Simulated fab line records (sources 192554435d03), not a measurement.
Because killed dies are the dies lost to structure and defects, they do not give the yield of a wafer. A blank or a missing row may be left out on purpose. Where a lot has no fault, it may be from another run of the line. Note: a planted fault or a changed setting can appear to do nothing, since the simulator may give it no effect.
fab line records -- flow n5_finfet
record lots=7, wafers=18, last_day=17
route steps=1938 shown BEOL_M12@1625 PASSIVATION@1936
lots untouched by any fault: they come from a run of this same line in which no faults occurred
start_h: hours from the record's opening day to when the first of the lot's shown wafers began -- wait_h: hours from the lot's prior step to this one -- " as in the row above -- L1.1+2: one row covering several wafers at once -- - value missing, or start not given -- * or withheld: withheld -- < > ~ a bound
route shown NAME@n: NAME is a module with steps in the file, n the number in the route of the first one -- usual: mean and standard deviation over wafers with no fault -- same: alike in all rows -- chamber/n: place in a boat -- sites: the reading at each site -- _std_site: how widely they spread, as a standard deviation -- _edge_site: the outer-site mean with the inner-site mean subtracted -- radius_mm: for every site, how far away it sits from the centre of the wafer -- mask NAME#n: copy n -- behind: tool/chamber where the wafer was last shaped -- hold: why the lot went on hold/how many hours it stayed there/how the hold came to an end -- device: the n, p or np transistor that did not switch -- end of line: the route-end tests of the same wafers -- where a step has no rows: the recipe by itself -- killed: the dies lost at the first sort to structure and to defects; this is not the yield of the wafer -- map: a wafer's dies, x killed, . not, _ none there
set.NAME: the setting as run; set.NAME@STEP: as run at that earlier step -- model.NAME: the simulator's own value behind a step, which no gauge read
lots at some steps of the route; a table a step, a row a wafer
services: from which hour (start_h, from the record's first day; less than 0 if before it) a tool's chamber was out of use, for how many hours, and why
## steps
# step N5_BEOL_M12_COAT_22
# recipe spin_rpm=2888, resist_thk_nm=300
# step N5_BEOL_M12_EBR_24
# recipe solvent=PGMEA, ebr_width_mm=1.5
# step N5_BEOL_M12_SOFTBAKE_23
# recipe temp_c=130, time_s=60
# step N5_BEOL_M12_EXPOSE_25
# recipe mask_id=M12, na=0.93, source_shape=conventional, sigma_outer=0.4, polarization=unpolarized, dose_mj=21.8
# step N5_BEOL_M12_PEB_26
# recipe peb_temp_c=130, peb_time_s=90
# step N5_BEOL_M12_DEVELOP_27
# recipe develop_time_s=45, rinse_liquid=diw, dry=air_spin, dev_temp_c=21
# step N5_BEOL_M12_HARDBAKE_32
# recipe temp_c=130, time_s=120
# step N5_BEOL_M12_CD_MEAS_28
# recipe target_cd_nm=160.2, landing_energy_ev=500, detector=se_inlens, polarity=opening
# usual cd_nm=159.1/1.7
lot.wafer,tool,chamber,start_h,wait_h,cd_nm
L363.1,cd_sem-02,0,248.87,-,159.1
L363.3,cd_sem-02,0,248.87,-,159.3
L363.4,cd_sem-02,0,248.87,-,160.4
L372.1,cd_sem-01,0,303.19,-,155.6
L372.3,cd_sem-01,0,303.19,-,156.4
L372.5,cd_sem-01,0,303.19,-,158.6
L375.1,cd_sem-01,0,330.09,-,160.0
L375.2,cd_sem-01,0,330.09,-,161.1
L375.4,cd_sem-01,0,330.09,-,159.0
L380.1,cd_sem-03,0,356.24,-,159.0
L380.3,cd_sem-03,0,356.24,-,159.6
L384.1,cd_sem-02,0,369.18,-,158.0
L384.2,cd_sem-02,0,369.18,-,160.6
L382.1,cd_sem-01,0,372.12,-,158.3
L382.4,cd_sem-01,0,372.12,-,159.1
L385.1,cd_sem-01,0,386.25,-,157.9
L385.4,cd_sem-01,0,386.25,-,161.0
L385.6,cd_sem-01,0,386.25,-,159.6
# step N5_BEOL_M12_OVL_MEAS_29
# recipe points_per_wafer=44
# usual M12_OVL=0/6
lot.wafer,tool,chamber,start_h,wait_h,M12_OVL[nm]
L363.1,overlay-02,0,248.90,0.0,15
L363.3,overlay-02,0,248.90,0.0,7
L363.4,overlay-02,0,248.90,0.0,5
L372.1,overlay-01,0,303.22,0.0,7
L372.3,overlay-01,0,303.22,0.0,-1
L372.5,overlay-01,0,303.22,0.0,3
L375.1,overlay-01,0,330.12,0.0,5
L375.2,overlay-01,0,330.12,0.0,-4
L375.4,overlay-01,0,330.12,0.0,0
L380.1,overlay-01,0,356.27,0.0,2
L380.3,overlay-01,0,356.27,0.0,1
L384.1,overlay-01,0,369.21,0.0,0
L384.2,overlay-01,0,369.21,0.0,4
L382.1,overlay-02,0,372.16,0.0,7
L382.4,overlay-02,0,372.16,0.0,-2
L385.1,overlay-02,0,386.28,0.0,0
L385.4,overlay-02,0,386.28,0.0,10
L385.6,overlay-02,0,386.28,0.0,5
# step N5_BEOL_M12_INSPECT_30
# recipe mode=adi, inspect_instrument=macro
# usual raw_defect_count=2.2/1.4
lot.wafer,tool,chamber,start_h,wait_h,raw_defect_count
L363.1,defect_inspect-02,-,248.93,0.0,1
L363.3,defect_inspect-02,-,248.93,0.0,4
L363.4,defect_inspect-02,-,248.93,0.0,2
L372.1,defect_inspect-02,-,303.25,0.0,1
L372.3,defect_inspect-02,-,303.25,0.0,3
L372.5,defect_inspect-02,-,303.25,0.0,2
L375.1,defect_inspect-01,-,330.15,0.0,2
L375.2,defect_inspect-01,-,330.15,0.0,1
L375.4,defect_inspect-01,-,330.15,0.0,0
L380.1,defect_inspect-02,-,356.29,0.0,3
L380.3,defect_inspect-02,-,356.29,0.0,4
L384.1,defect_inspect-02,-,369.23,0.0,1
L384.2,defect_inspect-02,-,369.23,0.0,2
L382.1,defect_inspect-01,-,372.18,0.0,1
L382.4,defect_inspect-01,-,372.18,0.0,2
L385.1,defect_inspect-01,-,386.30,0.0,2
L385.4,defect_inspect-01,-,386.30,0.0,1
L385.6,defect_inspect-01,-,386.30,0.0,0
# step N5_BEOL_M12_DESCUM_33
# recipe chemistry=O2, time_s=7.9, source_power_w=50, bias_power_w=20, pressure_mtorr=20, rf_frequency_hz=2.712e+07, temp_c=40, o2_flow_sccm=225
# usual drypump_motor_current_A=5.9/0.56, oes_product_au=0.78/0.09, rf_vpp_V=243.2/1.4, showerhead_plenum_p_Torr=2.09/0.072, throttle_valve_pct=20.40/0.27
lot.wafer,tool,chamber,start_h,wait_h,drypump_motor_current_A,oes_product_au,rf_hours_counter_h,rf_vpp_V,showerhead_plenum_p_Torr,throttle_valve_pct
L363.1,rie_diel-05,3,248.96,0.0,6.7,0.71,232,241.4,1.97,20.61
L363.3,rie_diel-05,0,248.96,0.0,5.2,0.67,251,243.0,2.16,20.59
L363.4,rie_diel-05,1,248.96,0.0,6.0,0.81,-,240.5,2.04,20.62
L372.1,rie_diel-01,3,303.28,0.0,5.9,0.91,30,244.1,2.12,20.03
L372.3,rie_diel-01,2,303.28,0.0,6.7,0.72,217,244.5,2.09,20.53
L372.5,rie_diel-01,1,303.28,0.0,5.3,0.69,-,244.1,2.06,20.71
L375.1,rie_diel-01,3,330.32,0.2,5.9,0.90,40,243.6,2.12,20.06
L375.2,rie_diel-01,2,330.32,0.2,6.7,0.72,226,245.5,2.09,20.54
L375.4,rie_diel-01,3,330.32,0.2,5.9,0.90,-,244.3,2.12,20.05
L380.1,rie_diel-01,3,356.83,0.5,5.9,0.87,49,243.7,2.11,20.08
L380.3,rie_diel-01,0,356.83,0.5,6.2,0.85,70,245.3,2.21,20.01
L384.1,rie_diel-01,0,369.27,0.0,6.2,0.85,73,245.4,2.21,20.01
L384.2,rie_diel-01,3,369.27,0.0,5.9,0.87,53,244.1,2.11,20.07
L382.1,rie_diel-01,1,372.31,0.1,5.2,0.68,239,243.5,2.05,20.73
L382.4,rie_diel-01,0,372.31,0.1,6.2,0.84,74,244.9,2.20,20.04
L385.1,rie_diel-05,0,386.34,0.0,5.2,0.88,37,242.8,2.14,20.25
L385.4,rie_diel-05,1,386.34,0.0,6.0,0.76,137,241.8,2.02,20.70
L385.6,rie_diel-05,3,386.34,0.0,6.7,0.94,-,244.9,2.22,20.16
# step N5_BEOL_M12_ETCH_67
# recipe chemistry=CF4, target=SiARC, target_depth_a=1430, time_s=238.3, ion_energy_ev=80, pressure_mtorr=40, source_w=545, bias_w=36, Ar_flow_sccm=100, cf4_flow_sccm=100, ends=cleared
# usual drypump_motor_current_A=5.9/0.56, etch_rf_on_time_s=237/6, mfc_ar_sccm=99.99/0.29, oes_product_au=0.67/0.075, rf_vpp_V=184.0/1.3, showerhead_plenum_p_Torr=2.13/0.069, throttle_valve_pct=15.57/0.26
lot.wafer,tool,chamber,start_h,wait_h,drypump_motor_current_A,etch_rf_on_time_s,mfc_ar_sccm,oes_product_au,rf_hours_counter_h,rf_vpp_V,showerhead_plenum_p_Torr,throttle_valve_pct
L363.1,rie_diel-05,3,248.99,0.0,6.7,240,100.11,0.60,232,181.3,2.03,15.85
L363.3,rie_diel-05,0,248.99,0.0,5.3,244,100.01,0.56,251,184.1,2.19,15.77
L363.4,rie_diel-05,1,248.99,0.0,6.0,229,99.88,0.70,-,182.3,2.08,15.67
L372.1,rie_diel-01,3,303.32,0.0,5.9,230,100.78,0.78,30,184.0,2.17,15.27
L372.3,rie_diel-01,2,303.32,0.0,6.7,242,100.26,0.61,217,183.0,2.12,15.69
L372.5,rie_diel-01,1,303.32,0.0,5.3,243,99.86,0.60,-,184.4,2.11,15.91
L375.1,rie_diel-01,3,330.36,0.0,5.9,229,99.80,0.77,40,184.5,2.17,15.30
L375.2,rie_diel-01,2,330.36,0.0,6.7,241,99.82,0.61,226,183.1,2.12,15.71
L375.4,rie_diel-01,3,330.36,0.0,5.9,227,100.11,0.78,-,185.4,2.17,15.30
L380.1,rie_diel-01,3,356.87,0.0,5.9,229,100.01,0.75,50,184.3,2.17,15.32
L380.3,rie_diel-01,0,356.87,0.0,6.2,233,99.98,0.73,70,187.8,2.25,15.20
L384.1,rie_diel-01,0,369.30,0.0,6.2,234,99.76,0.73,73,185.4,2.25,15.22
L384.2,rie_diel-01,3,369.30,0.0,5.9,232,100.24,0.74,54,184.8,2.16,15.32
L382.1,rie_diel-01,1,372.34,0.0,5.3,243,99.77,0.59,239,182.9,2.10,15.97
L382.4,rie_diel-01,0,372.34,0.0,6.2,234,100.07,0.73,74,186.3,2.25,15.22
L385.1,rie_diel-05,0,386.37,0.0,5.2,233,99.53,0.75,37,184.0,2.17,15.34
L385.4,rie_diel-05,1,386.37,0.0,6.0,235,100.02,0.66,137,182.0,2.06,15.74
L385.6,rie_diel-05,3,386.37,0.0,6.7,234,100.11,0.80,-,184.7,2.27,15.38
# step N5_BEOL_M12_ETCH_68
# recipe chemistry=N2/H2, target=SOC, mask_material=SiARC, source_w=3000, bias_w=350, temp_c=40, time_s=285, ion_energy_ev=200, pressure_mtorr=30, n2_flow_sccm=200, h2_flow_sccm=200
# usual drypump_motor_current_A=5.9/0.56, oes_product_au=0.78/0.089, rf_vpp_V=523.7/2.5, showerhead_plenum_p_Torr=2.54/0.088, throttle_valve_pct=17.78/0.23
lot.wafer,tool,chamber,start_h,wait_h,drypump_motor_current_A,oes_product_au,rf_hours_counter_h,rf_vpp_V,showerhead_plenum_p_Torr,throttle_valve_pct,model.SiARC_of_BEOL_M12_COAT_66.thk_nm
L363.1,rie_diel-05,3,249.14,0.1,6.7,0.71,232,519.1,2.40,18.03,86.4
L363.3,rie_diel-05,0,249.14,0.1,5.3,0.65,251,525.2,2.62,18.00,86.6
L363.4,rie_diel-05,1,249.14,0.1,6.0,0.81,-,523.2,2.48,17.97,86
L372.1,rie_diel-01,3,303.46,0.1,5.9,0.89,30,524.9,2.59,17.40,85.8
L372.3,rie_diel-01,2,303.46,0.1,6.7,0.72,217,524.1,2.52,17.80,86.4
L372.5,rie_diel-01,1,303.46,0.1,5.3,0.68,-,524.1,2.51,18.07,86.6
L375.1,rie_diel-01,3,330.50,0.1,5.9,0.89,40,524.6,2.58,17.42,86
L375.2,rie_diel-01,2,330.50,0.1,6.7,0.71,226,520.9,2.52,17.84,86.8
L375.4,rie_diel-01,3,330.50,0.1,5.9,0.88,-,524.5,2.58,17.43,86.2
L380.1,rie_diel-01,3,357.01,0.1,5.9,0.87,50,523.9,2.58,17.41,77.2
L380.3,rie_diel-01,0,357.01,0.1,6.2,0.85,70,527.4,2.70,17.57,85.8
L384.1,rie_diel-01,0,369.45,0.1,6.2,0.85,74,527.9,2.69,17.58,77.8
L384.2,rie_diel-01,3,369.45,0.1,5.9,0.86,54,525.4,2.58,17.44,77.2
L382.1,rie_diel-01,1,372.49,0.1,5.2,0.67,239,521.6,2.50,18.09,79.8
L382.4,rie_diel-01,0,372.49,0.1,6.2,0.84,74,527.2,2.69,17.59,86.4
L385.1,rie_diel-05,0,386.52,0.1,5.3,0.88,37,526.8,2.60,17.60,85
L385.4,rie_diel-05,1,386.52,0.1,5.9,0.78,137,521.9,2.46,18.06,85.6
L385.6,rie_diel-05,3,386.52,0.1,6.7,0.95,-,529.1,2.70,17.57,85.2
# step N5_BEOL_M12_STRIP_69
# recipe chemistry=N2/H2, temp_c=40, n2_flow_sccm=200, h2_flow_sccm=200, rf_frequency_hz=6e+07
# step N5_PASSIVATION_PROBE_49
# usual defect_limited_yield=91.4/1.4, killed_at_M0_to_M3=33/11, killed_at_M4_up=13/5.3, killed_at_contacts=13/6.1, killed_at_front_end=40/11, killed_at_other=2.9/2.7, killed_dies=102/17, killed_open=68/13, killed_short=32/7.5, sort_bin_5_function=5.1/0.98, sort_bin_6_memory=3.2/0.69, sort_n_pass=1077/21, sort_yield_pct=91.3/1.7
# same gross_dies=1180, killed_at_back_side=0, sort_bin_4_leakage[%]=0, sort_bin_8_speed[%]=0
lot.wafer,tool,chamber,start_h,wait_h,defect_limited_yield[%],killed_at_M0_to_M3,killed_at_M4_up,killed_at_contacts,killed_at_front_end,killed_at_other,killed_dies,killed_open,killed_short,sort_bin_5_function[%],sort_bin_6_memory[%],sort_n_pass,sort_yield_pct[%]
L363.1,prober-01,-,296.79,0.0,92.5,32,12,9,33,2,88,49,38,4.4,2.9,1092,92.5
L363.3,prober-01,-,296.89,0.1,91.3,33,6,14,49,1,103,64,35,5.2,3.0,1077,91.3
L363.4,prober-01,-,296.94,0.2,91.9,29,14,15,37,1,96,65,30,5.5,2.3,1084,91.9
L372.1,prober-01,-,349.32,0.0,93.2,23,14,6,36,1,80,52,27,4.4,2.2,1100,93.2
L372.3,prober-01,-,349.42,0.1,92.9,27,16,14,27,0,84,45,33,4.4,2.5,1096,92.9
L372.5,prober-01,-,349.52,0.2,95.0,22,3,3,30,1,59,34,24,2.8,2.0,1121,95.0
L375.1,prober-02,-,372.33,0.0,91.3,30,15,19,36,3,103,69,34,5.0,3.5,1077,91.3
L375.2,prober-02,-,372.38,0.1,91.4,34,15,5,45,2,101,69,29,4.8,3.5,1079,91.4
L375.4,prober-02,-,372.48,0.2,90.8,42,14,4,40,9,109,77,30,5.9,2.9,1071,90.8
L380.1,prober-01,-,399.58,0.0,89.2,62,24,10,31,1,128,86,42,6.4,4.0,1052,89.2
L380.3,prober-01,-,399.68,0.1,88.0,37,28,9,66,2,142,94,46,6.5,5.3,1038,88.0
L384.1,prober-02,-,411.20,0.0,91.9,20,9,10,55,1,95,58,34,4.2,3.3,1085,91.9
L384.2,prober-02,-,411.25,0.1,91.4,35,8,13,37,8,101,63,37,5.3,3.0,1079,91.4
L382.1,prober-01,-,414.89,0.0,90.0,63,11,9,31,4,118,78,39,6.6,3.1,1062,90.0
L382.4,prober-01,-,415.04,0.2,92.6,29,11,5,38,4,87,55,30,5.3,1.8,1093,92.6
L385.1,prober-02,-,419.58,0.0,91.0,13,24,9,51,9,106,76,29,5.6,3.1,1074,91.0
L385.4,prober-02,-,419.73,0.2,91.1,24,21,11,43,6,105,62,40,4.7,3.6,1075,91.1
L385.6,prober-02,-,419.83,0.3,90.9,29,22,9,43,4,107,76,29,5.8,3.1,1073,90.9
# killed by level:class
L363.1 BEOL_M0_SAQP:geometric_particle:short=14 FIN_SAQP:geometric_particle:short=10 BEOL_M2:geometric_particle:open=10 MOL_CONTACT_COAG:geometric_particle:open=7 FIN_SAQP:geometric_particle:open=6 BEOL_M4:geometric_particle:open=5 DUMMY_GATE:geometric_particle:open=4 GATE_CUT:geometric_particle:short=4
L363.3 FIN_SAQP:geometric_particle:short=16 FIN_SAQP:geometric_particle:open=16 MOL_CONTACT_COAG:geometric_particle:open=13 BEOL_M3:geometric_particle:open=7 BEOL_M2:geometric_particle:open=5 BEOL_M3:geometric_particle:short=4 BEOL_M0_SAQP:geometric_particle:open=4 BEOL_M0:geometric_particle:open=4
L363.4 MOL_CONTACT_COAG:geometric_particle:open=13 FIN_SAQP:geometric_particle:open=10 FIN_SAQP:geometric_particle:short=8 BEOL_M2:geometric_particle:open=8 BEOL_M0_SAQP:geometric_particle:short=7 BEOL_M4:geometric_particle:open=5 GATE_CUT:geometric_particle:open=4 BEOL_M0_SAQP:geometric_particle:open=4
L372.1 STI_FIN_REVEAL:geometric_particle:open=13 BEOL_M0_SAQP:geometric_particle:short=9 DUMMY_GATE:geometric_particle:open=8 FIN_SAQP:geometric_particle:short=5 MOL_CONTACT_COAG:geometric_particle:open=5 BEOL_M0_SAQP:geometric_particle:open=4 BEOL_M2:geometric_particle:open=4 BEOL_M8:geometric_particle:open=4
L372.3 BEOL_M0_SAQP:geometric_particle:short=10 MOL_CONTACT_COAG:geometric_particle:open=7 MOL_CONTACT_COAG:geometric_particle:short=7 BEOL_M4:geometric_particle:open=7 FIN_SAQP:geometric_particle:open=6 STI_FIN_REVEAL:geometric_particle:open=6 BEOL_M0_SAQP:geometric_particle:open=6 FIN_SAQP:geometric_particle:short=4
L372.5 FIN_SAQP:geometric_particle:short=9 BEOL_M0_SAQP:geometric_particle:open=6 STARTING-WAFER:geometric_particle:short=5 FIN_SAQP:geometric_particle:open=4 BEOL_M1:geometric_particle:open=4 DUMMY_GATE:geometric_particle:open=3 MOL_CONTACT_COAG:geometric_particle:open=3 BEOL_M2:geometric_particle:open=3
L375.1 MOL_CONTACT_COAG:geometric_particle:open=15 BEOL_M3:geometric_particle:open=11 STI_FIN_REVEAL:geometric_particle:open=10 FIN_SAQP:geometric_particle:short=7 BEOL_M1:geometric_particle:open=7 FIN_SAQP:geometric_particle:open=5 MOL_CONTACT_COAG:geometric_particle:short=4 BEOL_M0_SAQP:geometric_particle:short=4
L375.2 FIN_SAQP:geometric_particle:open=14 BEOL_M3:geometric_particle:open=8 FIN_SAQP:geometric_particle:short=7 STI_FIN_REVEAL:geometric_particle:open=7 BEOL_M0_SAQP:geometric_particle:short=7 BEOL_M0_SAQP:geometric_particle:open=6 BEOL_M1:geometric_particle:open=6 MOL_CONTACT_COAG:geometric_particle:open=4
L375.4 BEOL_M3:geometric_particle:open=15 STI_FIN_REVEAL:geometric_particle:open=10 FIN_SAQP:geometric_particle:open=8 BEOL_M2:geometric_particle:open=8 BEOL_M0_SAQP:geometric_particle:short=7 BEOL_M0_SAQP:geometric_particle:open=6 BEOL_M4:geometric_particle:open=5 STARTING-WAFER:geometric_particle:open=5
L380.1 BEOL_M0_SAQP:geometric_particle:short=15 BEOL_M0_SAQP:geometric_particle:open=15 MOL_CONTACT_COAG:geometric_particle:open=9 BEOL_M3:geometric_particle:open=9 BEOL_M4:geometric_particle:open=9 FIN_SAQP:geometric_particle:open=8 STI_FIN_REVEAL:geometric_particle:open=8 BEOL_M2:geometric_particle:open=7
L380.3 STI_FIN_REVEAL:geometric_particle:open=16 BEOL_M4:geometric_particle:open=14 FIN_SAQP:geometric_particle:short=13 FIN_SAQP:geometric_particle:open=12 BEOL_M0_SAQP:geometric_particle:open=10 GATE_CUT:geometric_particle:short=8 MOL_CONTACT_COAG:geometric_particle:open=8 BEOL_M0_SAQP:geometric_particle:short=7
L384.1 FIN_SAQP:geometric_particle:open=16 FIN_SAQP:geometric_particle:short=11 MOL_CONTACT_COAG:geometric_particle:open=9 DUMMY_GATE:geometric_particle:open=8 BEOL_M1:geometric_particle:open=6 BEOL_M0_SAQP:geometric_particle:short=5 STI_FIN_REVEAL:geometric_particle:open=4 BEOL_M0_SAQP:geometric_particle:open=4
L384.2 BEOL_M1:geometric_particle:open=16 MOL_CONTACT_COAG:geometric_particle:open=12 FIN_SAQP:geometric_particle:short=11 FIN_SAQP:geometric_particle:open=8 STI_FIN_REVEAL:geometric_particle:open=7 STI_FIN_REVEAL:geometric_particle:short=5 PASS1_CAP:geometric_particle:short=5 BEOL_M1:geometric_particle:short=4
L382.1 BEOL_M0_SAQP:geometric_particle:open=15 BEOL_M1:geometric_particle:open=14 BEOL_M2:geometric_particle:open=13 BEOL_M0_SAQP:geometric_particle:short=11 MOL_CONTACT_COAG:geometric_particle:open=7 FIN_SAQP:geometric_particle:open=6 FIN_SAQP:geometric_particle:short=5 GATE_CUT:geometric_particle:short=5
L382.4 FIN_SAQP:geometric_particle:open=14 FIN_SAQP:geometric_particle:short=8 BEOL_M1:geometric_particle:open=7 BEOL_M3:geometric_particle:open=6 STI_FIN_REVEAL:geometric_particle:open=5 MOL_CONTACT_COAG:geometric_particle:open=4 BEOL_M0_SAQP:geometric_particle:open=4 BEOL_M4:geometric_particle:open=4
L385.1 STI_FIN_REVEAL:geometric_particle:open=15 BEOL_M4:geometric_particle:open=14 FIN_SAQP:geometric_particle:open=13 FIN_SAQP:geometric_particle:short=10 MOL_CONTACT_COAG:geometric_particle:open=7 STARTING-WAFER:geometric_particle:open=5 BEOL_M0:geometric_particle:open=4 BEOL_M3:geometric_particle:open=4
L385.4 FIN_SAQP:geometric_particle:open=10 FIN_SAQP:geometric_particle:short=10 GATE_CUT:geometric_particle:short=8 BEOL_M0_SAQP:geometric_particle:open=7 MOL_CONTACT_COAG:geometric_particle:short=6 BEOL_M0:geometric_particle:open=6 BEOL_M4:geometric_particle:open=6 MOL_CONTACT_COAG:geometric_particle:open=5
L385.6 FIN_SAQP:geometric_particle:open=12 FIN_SAQP:geometric_particle:short=10 BEOL_M4:geometric_particle:open=10 MOL_CONTACT_COAG:geometric_particle:open=8 BEOL_M1:geometric_particle:open=7 BEOL_M0:geometric_particle:open=6 GATE_CUT:geometric_particle:short=5 STI_FIN_REVEAL:geometric_particle:open=5
## services
tool,chamber,start_h,hours,kind
rie_diel-05,-,236.83,0.2,repair
rie_diel-01,1,255.42,3.4,repair
rie_diel-05,0,265.60,-,clean
rie_diel-05,0,265.60,-,consumable_replace:focus_ring
rie_diel-05,0,265.60,22.7,scheduled_down
rie_diel-05,0,265.60,22.7,vent_cycle
rie_diel-01,2,270.68,4.7,repair
rie_diel-05,-,273.86,14.6,pm
rie_diel-05,3,314.94,11.0,repair
rie_diel-05,3,326.15,-,clean
rie_diel-05,3,326.15,-,consumable_replace:focus_ring
rie_diel-05,3,326.15,-,consumable_replace:showerhead
rie_diel-05,3,326.15,16.1,scheduled_down
rie_diel-05,3,326.15,16.1,vent_cycle
rie_diel-05,1,355.36,13.1,repair
## key
first_sign none at tools or gauges
model_effect step=N5_BEOL_M12_ETCH_68, value=SiARC_of_BEOL_M12_COAT_66.thk_nm, without=85.85, struck=78
met_at N5_BEOL_M12_ETCH_68
struck_wafers L380.1,L382.1,L384.1,L384.2
onset_between 330.50 357.01
fault kind=process_parameter_drift, tool=rie_diel-01, chamber=-, onset_h=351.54, steps=N5_BEOL_M12_ETCH_68, channel=target_depth_a, offset=1842.1, shape=step, end_h=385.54, scope=struck_wafers_only, acts_in=these_recipes_only, stated=5700
